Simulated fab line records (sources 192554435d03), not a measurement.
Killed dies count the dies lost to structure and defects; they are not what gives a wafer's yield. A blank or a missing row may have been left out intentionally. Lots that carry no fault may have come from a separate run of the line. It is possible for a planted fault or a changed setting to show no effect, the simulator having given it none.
Which tool is to blame?	flow n5 finfet	22 lots with 66 wafers sampled at 6 steps, on a route of 1938 steps

== WHAT THE GAUGES READ, wafer by wafer ==
The record lacks any reading of a measuring or inspecting step that a usual standard deviation could be used to judge.

== EACH LOT AND THE TOOL THAT RAN IT (in order: tool; ch and the chambers of the sampled wafers; start) ==
lot	N5_SDB_STRIP_21	N5_SDB_STRIP_22	N5_SDB_CMP_30	N5_HKMG_FIN_ALD_79	N5_HKMG_FIN_PWFM_ALD_03	N5_HKMG_FIN_ETCH_32
L074	rie diel-03 ch 2,3, day 3 19:03	plasma asher-01 ch 0,1, day 3 19:09	cmp-03 ch 1,2,3, day 3 22:28	ald metal-01 ch 1,3, day 4 01:35	ald metal-01 ch 0,1,2, day 4 02:45	rie diel-06 ch 1,2,3, day 4 03:39
L075	rie diel-04 ch 0,1,2, day 3 22:16	plasma asher-02 ch 0,1, day 3 22:23	cmp-04 ch 0,2,3, day 4 01:43	ald metal-03 ch 2,3, day 4 04:56	ald metal-04 ch 1,2,3, day 4 06:01	rie diel-06 ch 2,3, day 4 07:19
L076	rie diel-04 ch 0,2,3, day 4 05:19	plasma asher-02 ch 0,1, day 4 05:27	cmp-01 ch 1,2,3, day 4 08:38	ald metal-03 ch 0,2, day 4 12:15	ald metal-03 ch 0,1, day 4 13:19	rie diel-03 ch 1,2, day 4 14:20
L077	rie diel-06 ch 1,2,3, day 4 11:44	plasma asher-01 ch 0,1, day 4 11:50	cmp-01 ch 0,2, day 4 15:05	ald metal-03 ch 0,1,2, day 4 18:16	ald metal-01 ch 0,3, day 4 19:21	rie diel-03 ch 1,2, day 4 20:16
L078	rie diel-04 ch 2,3, day 4 16:38	plasma asher-02 ch 0,1, day 4 16:44	cmp-01 ch 2,3, day 4 20:23	ald metal-03 ch 0,3, day 5 01:23	ald metal-01 ch 1,3, day 5 02:38	rie diel-04 ch 0,3, day 5 03:40
L080	rie diel-03 ch 1,2,3, day 5 04:19	plasma asher-01 ch 0, day 5 04:25	cmp-01 ch 1,2, day 5 07:41	ald metal-04 ch 0,2, day 5 11:20	ald metal-04 ch 0,1,2, day 5 12:26	rie diel-03 ch 2,3, day 5 13:27
L081	rie diel-06 ch 0,2,3, day 5 11:17	plasma asher-02 ch 0,1, day 5 11:25	cmp-04 ch 2,3, day 5 14:35	ald metal-04 ch 0,2,3, day 5 17:53	ald metal-04 ch 0,1,2, day 5 18:58	rie diel-06 ch 1,2,3, day 5 20:02
L082	rie diel-04 ch 0,3, day 5 22:01	plasma asher-01 ch 0,1, day 5 22:09	cmp-03 ch 0,1,2, day 6 01:27	ald metal-01 ch 0,1,3, day 6 04:39	ald metal-03 ch 0,1,2, day 6 05:50	rie diel-06 ch 0,2,3, day 6 06:50
L083	rie diel-04 ch 0,1,2, day 6 03:48	plasma asher-01 ch 0,1, day 6 03:56	cmp-04 ch 1,2,3, day 6 07:10	ald metal-01 ch 1,2, day 6 10:59	ald metal-04 ch 0,1,2, day 6 12:04	rie diel-06 ch 0,3, day 6 13:05
L084	rie diel-06 ch 1,2,3, day 6 11:02	plasma asher-02 ch 0,1, day 6 11:08	cmp-03 ch 1,2,3, day 6 14:22	ald metal-04 ch 0,1,3, day 6 17:41	ald metal-01 ch 0,1,2, day 6 18:57	rie diel-04 ch 0,2,3, day 6 19:58
L085	rie diel-04 ch 0,1,3, day 6 15:27	plasma asher-02 ch 0,1, day 6 15:33	cmp-03 ch 0,1, day 6 18:50	ald metal-01 ch 1,3, day 6 22:32	ald metal-03 ch 0,1,3, day 6 23:48	rie diel-03 ch 0,3, day 7 00:49
L087	rie diel-03 ch 1,3, day 7 02:36	plasma asher-01 ch 0,1, day 7 02:42	cmp-03 ch 0,3, day 7 05:55	ald metal-01 ch 1,2,3, day 7 09:16	ald metal-03 ch 0,1,2, day 7 10:20	rie diel-04 ch 0,1,3, day 7 11:22
L088	rie diel-03 ch 0,1,3, day 7 07:14	plasma asher-02 ch 0,1, day 7 07:22	cmp-03 ch 0,2,3, day 7 10:35	ald metal-01 ch 0,2,3, day 7 14:07	ald metal-04 ch 0,1, day 7 15:13	rie diel-03 ch 0,1,2, day 7 16:16
L089	rie diel-03 ch 0,2,3, day 7 13:44	plasma asher-01 ch 0, day 7 13:50	cmp-03 ch 1,2,3, day 7 17:25	ald metal-03 ch 1,2, day 7 20:37	ald metal-04 ch 0,2,3, day 7 21:49	rie diel-06 ch 1,2,3, day 7 22:50
L090	rie diel-03 ch 1,2,3, day 7 18:09	plasma asher-01 ch 0,1, day 7 18:15	cmp-03 ch 0,2, day 7 21:33	ald metal-01 ch 0,1,3, day 8 01:40	ald metal-01 ch 0,2, day 8 02:44	rie diel-06 ch 0,1,2, day 8 03:46
L091	rie diel-03 ch 0,2,3, day 7 23:55	plasma asher-02 ch 0,1, day 8 00:03	cmp-03 ch 0,3, day 8 03:28	ald metal-03 ch 0,1,2, day 8 07:51	ald metal-03 ch 0,1, day 8 08:56	rie diel-04 ch 1,3, day 8 09:57
L092	rie diel-06 ch 0,1,3, day 8 06:12	plasma asher-01 ch 0,1, day 8 06:18	cmp-01 ch 1,2,3, day 8 09:31	ald metal-04 ch 0,1,2, day 8 12:51	ald metal-03 ch 1,2,3, day 8 14:04	rie diel-04 ch 0,1,2, day 8 15:04
L093	rie diel-04 ch 1,2,3, day 8 12:06	plasma asher-01 ch 0,1, day 8 12:14	cmp-03 ch 1,2,3, day 8 15:44	ald metal-04 ch 0,1,2, day 8 19:08	ald metal-04 ch 1,2,3, day 8 20:26	rie diel-06 ch 0,1,2, day 8 21:14
L094	rie diel-03 ch 0,2, day 8 17:57	plasma asher-01 ch 0,1, day 8 18:03	cmp-04 ch 0,3, day 8 21:40	ald metal-03 ch 0,1,2, day 9 01:12	ald metal-01 ch 1,3, day 9 02:32	rie diel-06 ch 0,3, day 9 03:34
L095	rie diel-04 ch 1,2,3, day 9 01:15	plasma asher-01 ch 0,1, day 9 01:21	cmp-04 ch 2,3, day 9 04:37	ald metal-03 ch 1,2, day 9 07:45	ald metal-01 ch 0,1, day 9 09:01	rie diel-03 ch 0,1,2, day 9 10:04
L096	rie diel-06 ch 0,3, day 9 06:55	plasma asher-01 ch 0,1, day 9 07:01	cmp-03 ch 0,2, day 9 10:16	ald metal-03 ch 2,3, day 9 13:35	ald metal-01 ch 0,1,3, day 9 14:39	rie diel-04 ch 0,1,3, day 9 15:33
L097	rie diel-06 ch 0,3, day 9 11:58	plasma asher-02 ch 0,1, day 9 12:04	cmp-01 ch 0,2,3, day 9 15:53	ald metal-04 ch 0,2,3, day 9 19:10	ald metal-04 ch 1,2, day 9 20:14	rie diel-06 ch 1,2, day 9 21:13
- N5_SDB_STRIP_21: strips in CF4.
- N5_SDB_STRIP_22: strips in N2/H2.
- N5_SDB_CMP_30: polishes, stops on poly-Si, t overpolish 1.54 s, target thk 30 nm.
- N5_HKMG_FIN_ALD_79: deposits TiN, target thk 1.5 nm, pulse time 1 s, purge time 3 s.
- N5_HKMG_FIN_PWFM_ALD_03: deposits TiN, target thk 2 nm, pulse time 1 s, purge time 3 s.
- N5_HKMG_FIN_ETCH_32: etches SOC in N2/H2, target depth 240 nm, time 300 s.

== WHAT THE TOOLS THEMSELVES READ (means of the sampled wafers that have a number; where no wafer has one, the mark that the record gives instead) ==
N5_SDB_STRIP_21. Usual: bias power w 75.03 W, standard deviation 0.22; drypump motor current A 6.0 A, standard deviation 0.4; oes product au 0.78 a.u., standard deviation 0.085; rf vpp V 271.6 V, standard deviation 1.4; showerhead plenum p Torr 1.81 Torr, standard deviation 0.053; throttle valve pct 13.55 %, standard deviation 0.18.
lot	tool	bias power w (W)	drypump motor current A (A)	oes product au (a.u.)	rf vpp V (V)	showerhead plenum p Torr (Torr)	throttle valve pct (%)	flag
L074	rie diel-03	75.16	5.8	0.71	271.9	1.81	13.83	
L075	rie diel-04	75.09	6.0	0.79	270.4	1.78	13.41	
L076	rie diel-04	75.27	5.9	0.78	269.3	1.77	13.37	
L077	rie diel-06	75.13	6.0	0.72	271.9	1.80	13.70	
L078	rie diel-04	75.06	5.8	0.81	270.6	1.78	13.27	
L080	rie diel-03	75.01	5.7	0.72	272.0	1.83	13.69	
L081	rie diel-06	75.04	5.8	0.80	271.6	1.82	13.59	
L082	rie diel-04	74.97	6.1	0.73	270.0	1.77	13.47	
L083	rie diel-04	75.05	6.0	0.77	270.6	1.77	13.45	
L084	rie diel-06	74.95	6.0	0.70	271.0	1.80	13.73	
L085	rie diel-04	75.04	6.3	0.73	272.1	1.81	13.55	
L087	rie diel-03	75.05	5.7	0.72	272.4	1.80	13.64	
L088	rie diel-03	75.09	5.9	0.78	272.6	1.82	13.61	
L089	rie diel-03	75.10	6.1	0.85	272.1	1.80	13.56	
L090	rie diel-03	74.97	5.8	0.79	271.7	1.82	13.56	
L091	rie diel-03	74.81	6.0	0.85	272.3	1.80	13.58	
L092	rie diel-06	74.94	6.1	0.86	271.2	1.84	13.46	
L093	rie diel-04	75.12	6.1	0.74	271.6	1.81	13.50	
L094	rie diel-03	74.87	6.0	0.90	271.4	1.82	13.50	
L095	rie diel-04	75.14	6.1	0.75	272.0	1.81	13.52	
L096	rie diel-06	75.19	5.7	0.77	271.5	1.81	13.61	
L097	rie diel-06	75.03	5.7	0.77	271.4	1.81	13.61	

N5_SDB_STRIP_22. Usual: drypump motor current A 5.50 A, standard deviation 0.19; heater power w 307 W, standard deviation 17; oes product au 0.715 a.u., standard deviation 0.0044; strip time to endpoint s 96.4 s, standard deviation 0.31.
lot	tool	drypump motor current A (A)	heater power w (W)	oes product au (a.u.)	strip time to endpoint s (s)	flag
L074	plasma asher-01	5.56	300	0.715	96.7	
L075	plasma asher-02	5.32	329	0.717	96.5	
L076	plasma asher-02	5.33	324	0.713	96.3	
L077	plasma asher-01	5.59	295	0.712	96.3	
L078	plasma asher-02	5.32	324	0.717	96.3	
L080	plasma asher-01	5.65	287	0.715	96.5	
L081	plasma asher-02	5.31	322	0.716	96.1	
L082	plasma asher-01	5.59	290	0.714	96.6	
L083	plasma asher-01	5.53	303	0.713	96.7	
L084	plasma asher-02	5.30	323	0.716	96.4	
L085	plasma asher-02	5.47	320	0.716	96.4	
L087	plasma asher-01	5.58	288	0.714	96.1	
L088	plasma asher-02	5.47	322	0.714	96.6	
L089	plasma asher-01	5.64	280	0.721	96.2	
L090	plasma asher-01	5.55	303	0.716	96.6	
L091	plasma asher-02	5.49	315	0.717	96.5	
L092	plasma asher-01	5.54	303	0.714	96.5	
L093	plasma asher-01	5.55	302	0.714	96.4	
L094	plasma asher-01	5.60	289	0.710	96.3	
L095	plasma asher-01	5.59	288	0.719	96.5	
L096	plasma asher-01	5.55	296	0.711	96.5	
L097	plasma asher-02	5.47	321	0.709	96.1	

N5_SDB_CMP_30. Usual: motor current A 12.2 A, standard deviation 0.6; overpolish run s 1.540 s, standard deviation 0.0088; slurry filter dp kPa 13.50 kPa, standard deviation 0.15; time to endpoint s 16.7 s, standard deviation 2.5.
lot	tool	motor current A (A)	overpolish run s (s)	slurry filter dp kPa (kPa)	time to endpoint s (s)	flag
L074	cmp-03	12.5	1.543	13.55	17.7	
L075	cmp-04	13.0	1.533	13.59	14.6	
L076	cmp-01	12.2	1.544	13.51	19.2	
L077	cmp-01	12.6	1.538	13.55	16.5	
L078	cmp-01	11.9	1.546	13.38	17.3	
L080	cmp-01	12.9	1.541	13.54	18.3	
L081	cmp-04	12.7	1.538	13.53	16.8	
L082	cmp-03	11.9	1.529	13.47	14.3	
L083	cmp-04	12.4	1.543	13.37	16.2	
L084	cmp-03	12.3	1.536	13.46	18.7	
L085	cmp-03	12.0	1.544	13.40	18.4	
L087	cmp-03	12.0	1.547	13.50	16.9	
L088	cmp-03	12.0	1.538	13.56	18.6	
L089	cmp-03	12.0	1.535	13.59	17.3	
L090	cmp-03	12.1	1.547	13.50	15.2	
L091	cmp-03	12.3	1.541	13.55	16.7	
L092	cmp-01	12.2	1.535	13.54	17.6	
L093	cmp-03	11.8	1.539	13.57	16.5	
L094	cmp-04	13.1	1.543	13.56	16.1	
L095	cmp-04	12.0	1.541	13.37	17.8	
L096	cmp-03	11.9	1.538	13.28	16.0	
L097	cmp-01	11.6	1.537	13.67	17.4	

N5_HKMG_FIN_ALD_79. Usual: chamber pressure Torr 2.999 Torr, standard deviation 0.0067; heater power w 868 W, standard deviation 81; precursor pulse height rel 0.999, standard deviation 0.022.
lot	tool	chamber pressure Torr (Torr)	heater power w (W)	precursor pulse height rel	flag
L074	ald metal-01	2.998	904	1.003	
L075	ald metal-03	2.999	899	0.984	
L076	ald metal-03	2.999	811	1.003	
L077	ald metal-03	2.999	825	0.983	
L078	ald metal-03	3.001	962	1.009	
L080	ald metal-04	3.006	892	1.005	
L081	ald metal-04	3.003	833	0.999	
L082	ald metal-01	2.997	946	1.006	
L083	ald metal-01	3.006	910	1.013	
L084	ald metal-04	2.997	800	0.998	
L085	ald metal-01	3.006	886	1.018	
L087	ald metal-01	2.997	908	1.002	
L088	ald metal-01	2.995	912	1.000	
L089	ald metal-03	3.003	777	1.000	
L090	ald metal-01	2.994	937	1.014	
L091	ald metal-03	2.997	795	0.998	
L092	ald metal-04	2.988	874	0.997	
L093	ald metal-04	2.999	862	0.986	
L094	ald metal-03	2.998	821	1.019	
L095	ald metal-03	3.003	783	1.002	
L096	ald metal-03	3.007	828	0.999	
L097	ald metal-04	3.000	824	1.018	

N5_HKMG_FIN_PWFM_ALD_03. Usual: chamber pressure Torr 3.001 Torr, standard deviation 0.0058; heater power w 875 W, standard deviation 79; precursor pulse height rel 0.998, standard deviation 0.021.
lot	tool	chamber pressure Torr (Torr)	heater power w (W)	precursor pulse height rel	flag
L074	ald metal-01	3.007	931	0.976	
L075	ald metal-04	3.002	839	1.005	
L076	ald metal-03	3.006	831	1.004	
L077	ald metal-01	2.997	925	0.988	
L078	ald metal-01	3.002	892	0.996	
L080	ald metal-04	3.002	870	0.995	
L081	ald metal-04	2.995	861	1.006	
L082	ald metal-03	3.001	807	0.978	
L083	ald metal-04	2.999	869	1.009	
L084	ald metal-01	3.002	933	1.015	
L085	ald metal-03	2.999	897	1.017	
L087	ald metal-03	2.995	821	1.019	
L088	ald metal-04	2.997	801	0.997	
L089	ald metal-04	3.002	843	0.997	
L090	ald metal-01	3.005	943	1.003	
L091	ald metal-03	3.004	879	1.012	
L092	ald metal-03	3.002	839	0.978	
L093	ald metal-04	2.997	855	0.994	
L094	ald metal-01	3.002	891	1.004	
L095	ald metal-01	2.998	966	1.014	
L096	ald metal-01	2.997	917	0.986	
L097	ald metal-04	2.995	916	0.993	

N5_HKMG_FIN_ETCH_32. Usual: drypump motor current A 6.0 A, standard deviation 0.39; oes product au 0.78 a.u., standard deviation 0.094; rf vpp V 524.8 V, standard deviation 2.2; showerhead plenum p Torr 2.58 Torr, standard deviation 0.076; throttle valve pct 17.90 %, standard deviation 0.24.
lot	tool	drypump motor current A (A)	oes product au (a.u.)	rf vpp V (V)	showerhead plenum p Torr (Torr)	throttle valve pct (%)	flag
L074	rie diel-06	6.0	0.73	524.7	2.56	17.96	
L075	rie diel-06	5.8	0.74	523.5	2.53	17.99	
L076	rie diel-03	5.7	0.70	526.4	2.62	18.05	
L077	rie diel-03	5.6	0.71	525.8	2.63	17.86	
L078	rie diel-04	6.1	0.72	522.1	2.50	17.69	
L080	rie diel-03	5.9	0.72	523.8	2.57	18.24	
L081	rie diel-06	6.1	0.72	524.5	2.56	17.99	
L082	rie diel-06	5.8	0.81	525.0	2.59	17.95	
L083	rie diel-06	5.9	0.87	527.0	2.66	17.90	
L084	rie diel-04	5.9	0.76	523.4	2.52	17.71	
L085	rie diel-03	6.1	0.78	523.9	2.57	18.25	
L087	rie diel-04	6.3	0.71	525.3	2.57	17.81	
L088	rie diel-03	5.9	0.84	525.9	2.62	17.93	
L089	rie diel-06	6.0	0.82	524.0	2.55	17.87	
L090	rie diel-06	6.2	0.85	525.6	2.60	17.75	
L091	rie diel-04	6.5	0.71	525.8	2.64	17.90	
L092	rie diel-04	6.0	0.75	523.0	2.52	17.81	
L093	rie diel-06	6.2	0.84	525.7	2.60	17.77	
L094	rie diel-06	5.7	0.79	525.1	2.60	18.06	
L095	rie diel-03	5.9	0.82	526.4	2.61	17.97	
L096	rie diel-04	6.3	0.70	524.2	2.56	17.85	
L097	rie diel-06	6.4	0.94	524.3	2.56	17.51	

== THE ANSWER, worked out from the rows above alone ==
Rule: lot off if the mean of its wafers having a number is beyond 3 standard deviations from the usual mean. A lot without any number at a reading at which 4 lots or more have one is off too. All remaining lots with rows at the step are treated as sound. The gauges are gone through in route order, then the tools' own readings, and for those a lot's mean is taken as printed above. At the first step where some lot is off, the reading lying furthest off is the one used; lots without a number count as furthest.
None of the lots is off at any reading shown; this tells nothing.

== WHAT HAD BEEN PUT IN BY THE SIMULATOR ==
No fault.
